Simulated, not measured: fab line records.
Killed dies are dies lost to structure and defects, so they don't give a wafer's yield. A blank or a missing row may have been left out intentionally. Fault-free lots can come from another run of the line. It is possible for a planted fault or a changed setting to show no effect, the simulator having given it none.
A lot that was struck, set against a sound lot || flow n5_finfet || 35 steps out of a route of 1938
Sound: the wafers L155.2, L155.3, L155.5. Struck: wafer L167.6. (L167.3, L167.5 of the same lot were not struck and are left out.) The cause comes at the end.
For every step that has rows: the tool of each side, followed by ch and its chambers, followed by its first start. Under that, the readings that differ: sound wafers || struck wafers || difference of the means || sigmas: that difference in standard deviations of wafers without a fault.
alike: a reading whose means differ by less than 2 such deviations, as well as words and numbers matching on both sides. not compared: withheld readings; readings where some wafer has no value; bounds like >300 that might hide an equal value; numbers whose values overlap and for which the record gives no deviation.
The two part at a step that has a row with sigmas, a row that says differs or no value, or rows on one side only. When numbers do not overlap yet have no deviation, they are printed without sigmas and do not part them. A reading missing from all wafers of one side parts the sides only when that side holds two or more wafers.

N5_WELL_APT_INSPECT_27: inspects for defects (macro).
  sound on defect_inspect-01 at day 2 21:04; struck on defect_inspect-02 at day 5 20:52
{"reading": "raw_defect_count", "sound": "2 6 1", "struck": 0, "difference": -3, "sigmas": -2}
N5_WELL_APT_DESCUM_30: chemistry O2, time 7.9 s.
  sound on rie_diel-02 ch 0,1,3, day 2 21:06; struck on rie_diel-01 ch 0, day 5 21:08
  alike: drypump_motor_current_A, oes_product_au, rf_vpp_V, showerhead_plenum_p_Torr, throttle_valve_pct
  not compared: rf_hours_counter_h
then, 3 steps without rows for these wafers: N5_WELL_APT_IMPLANT_31; N5_WELL_APT_IMPLANT_32; N5_WELL_APT_STRIP_33 (strips in SPM, time 900 s).
N5_WELL_APT_RTA_34: time 10 s.
  sound on rtp_anneal-02 ch 0, day 2 21:55; struck on rtp_anneal-01 ch 0, day 5 22:01
{"reading": "lamp_power_pct (%)", "sound": "13.00 12.88 12.98", "struck": 13.07, "difference": "+0.12", "sigmas": "+2"}
  alike: wafer_temp_C_max
then, 4 steps without rows for these wafers: N5_WELL_APT_OXIDE_STRIP_42 (strips SiO2 in dHF, time 45 s, target depth 12 nm); N5_WELL_APT_PRECLEAN_36 (cleans in O3/DIW, time 45 s); N5_WELL_APT_PRECLEAN_39 (cleans in dHF, time 60 s); N5_WELL_APT_SRD_37 (time 30 s).
N5_WELL_APT_EPI_41: deposits Si from SiH4/H2, target thk 50 nm, time 297.7 s.
  sound on epi_rpcvd-01 ch 0, day 2 22:14; struck on epi_rpcvd-04 ch 0, day 5 22:29
  alike: throttle_valve_pct
N5_WELL_APT_INSPECT_38: inspects for defects (darkfield).
  sound on defect_inspect-02 at day 2 22:47; struck on defect_inspect-01 at day 5 23:03
  alike: raw_defect_count
N5_PMOS_HMC_CHANNEL_EPI_HM_DEP_34: deposits SiO2 from TEOS/O2, target thk 36 nm, time 6.9 s.
  sound on pecvd-03 ch 0,1,2, day 2 22:49; struck on pecvd-04 ch 2, day 5 23:05
{"reading": "model.SiO2_of_PMOS_HMC_CHANNEL_EPI_HM_DEP_34.thk_nm (nm)", "sound": "36.13 35.92 36.49", "struck": 39.1, "difference": "+2.9", "sigmas": ""}
  alike: heater_power_w, showerhead_plenum_p_Torr, throttle_valve_pct
  not compared: since_wet_clean_h
then, 7 steps without rows for these wafers: N5_PMOS_HMC_CHANNEL_EPI_COAT_31 (time 60 s, resist thk 66 nm); N5_PMOS_HMC_CHANNEL_EPI_COAT_03 (resist thk 205 nm); N5_PMOS_HMC_CHANNEL_EPI_EBR_05; N5_PMOS_HMC_CHANNEL_EPI_SOFTBAKE_04 (time 60 s); N5_PMOS_HMC_CHANNEL_EPI_EXPOSE_06 (exposes mask PMOS HMC BLK, target cd 240 nm); N5_PMOS_HMC_CHANNEL_EPI_PEB_07 (peb time 60 s); N5_PMOS_HMC_CHANNEL_EPI_DEVELOP_08 (develop time 30 s).
N5_PMOS_HMC_CHANNEL_EPI_CD_MEAS_09: the cd target is 237.4 nm.
  sound on cd_sem-02 ch 0, day 2 23:13; struck on cd_sem-03 ch 0, day 5 23:29
  alike: cd_nm
N5_PMOS_HMC_CHANNEL_EPI_OVL_MEAS_10:
  sound on overlay-01 ch 0, day 2 23:15; struck on overlay-02 ch 0, day 5 23:31
  alike: PMOS_HMC_BLK_OVL
N5_PMOS_HMC_CHANNEL_EPI_INSPECT_11: inspects for defects (macro).
  sound on defect_inspect-01 at day 2 23:16; struck on defect_inspect-01 at day 5 23:33
  alike: raw_defect_count
then, 3 steps without rows for these wafers: N5_PMOS_HMC_CHANNEL_EPI_DESCUM_14 (chemistry O2, time 7.9 s); N5_PMOS_HMC_CHANNEL_EPI_ETCH_32 (etches BARC in N2/H2, stops on SiO2, target depth 85.8 nm, time 50.3 s); N5_PMOS_HMC_CHANNEL_EPI_HM_OPEN_15 (chemistry CHF3/O2, target SiO2, target depth 40.6 nm, time 20.3 s).
N5_PMOS_HMC_CHANNEL_EPI_STRIP_33: strips in N2/H2.
  sound on rie_diel-06 ch 1,2,3, day 2 23:26; struck on rie_diel-06 ch 3, day 5 23:43
  alike: drypump_motor_current_A, oes_product_au, rf_vpp_V, showerhead_plenum_p_Torr, throttle_valve_pct
  not compared: rf_hours_counter_h
then, 1 step without rows for these wafers: N5_PMOS_HMC_CHANNEL_EPI_STRIP_17 (strips in SPM, time 750 s).
N5_PMOS_HMC_CHANNEL_EPI_ETCH_38: etches SiO2 in CF4, target depth 1.5 nm.
  sound on rie_si-04 ch 0,1,3, day 2 23:44; struck on rie_si-03 ch 1, day 6 00:01
  alike: drypump_motor_current_A, oes_product_au, throttle_valve_pct
  not compared: rf_hours_counter_h
then, 2 steps without rows for these wafers: N5_PMOS_HMC_CHANNEL_EPI_FIN_RECESS_16 (chemistry HBr/Cl2, target Si, target depth 54 nm, time 18 s); N5_PMOS_HMC_CHANNEL_EPI_PRECLEAN_36 (cleans in O3/DIW, time 45 s).
N5_PMOS_HMC_CHANNEL_EPI_PRECLEAN_18: cleans in DHF, time 30 s.
  sound on wet_bench-06 ch 0,1,6, day 2 23:53; struck on wet_bench-01 ch 4, day 6 00:09
{"reading": "model.SiO2_of_PMOS_HMC_CHANNEL_EPI_HM_DEP_34.thk_nm (nm)", "sound": "25.24 24.82 25.2", "struck": 27.7, "difference": "+2.6", "sigmas": ""}
then, 1 step without rows for these wafers: N5_PMOS_HMC_CHANNEL_EPI_SRD_19 (time 30 s).
-- the record jumps here: 8 days lie between the struck wafers' starts before and after (it left off in module PMOS_HMC_CHANNEL_EPI and takes up again in module BEOL_M4, whose first step shown is number 1111 of the route) --
N5_BEOL_M4_RC_MEAS_101:
  sound on prober-02 ch 0, day 9 23:25; struck on prober-02 ch 0, day 13 13:59
  alike: DIBL_N, DIBL_P, IOFF_N, IOFF_P, ION_N, ION_P, SS_N, SS_P, VT_N, VT_P
-- record jumps: 4 days separate the struck wafers' starts on either side; left off in module BEOL_M4, taken up again in module PASSIVATION, whose first shown step is the route's number 1936 --
N5_PASSIVATION_PROBE_49:
  sound on prober-02 at day 14 14:32; struck on prober-01 at day 18 01:31
{"reading": "defect_limited_yield (%)", "sound": "91.2 92.5 93.8", "struck": 87.6, "difference": -4.9, "sigmas": -4}
{"reading": "killed_at_M0_to_M3", "sound": "22 29 16", "struck": 76, "difference": "+54", "sigmas": "+5"}
{"reading": "killed_dies", "sound": "104 88 73", "struck": 146, "difference": "+58", "sigmas": "+4"}
{"reading": "killed_open", "sound": "67 53 52", "struck": 85, "difference": "+28", "sigmas": "+3"}
{"reading": "killed_short", "sound": "37 34 20", "struck": 61, "difference": "+31", "sigmas": "+4"}
{"reading": "sort_bin_4_leakage (%)", "sound": "0 0 0", "struck": 0.08, "difference": "+0.08", "sigmas": "+2"}
{"reading": "sort_bin_5_function (%)", "sound": "4.6 4.2 3.2", "struck": 8.0, "difference": "+4.0", "sigmas": "+4"}
{"reading": "sort_n_pass", "sound": "1076 1092 1107", "struck": 1033, "difference": -59, "sigmas": -3}
  alike: killed_at_M4_up, killed_at_contacts, killed_at_front_end, killed_at_other, sort_bin_6_memory, sort_bin_8_speed

## WHERE THEY PART
At N5_WELL_APT_INSPECT_27 first; at N5_PASSIVATION_PROBE_49 last (within this record only).

WHY: the cause the simulator had injected
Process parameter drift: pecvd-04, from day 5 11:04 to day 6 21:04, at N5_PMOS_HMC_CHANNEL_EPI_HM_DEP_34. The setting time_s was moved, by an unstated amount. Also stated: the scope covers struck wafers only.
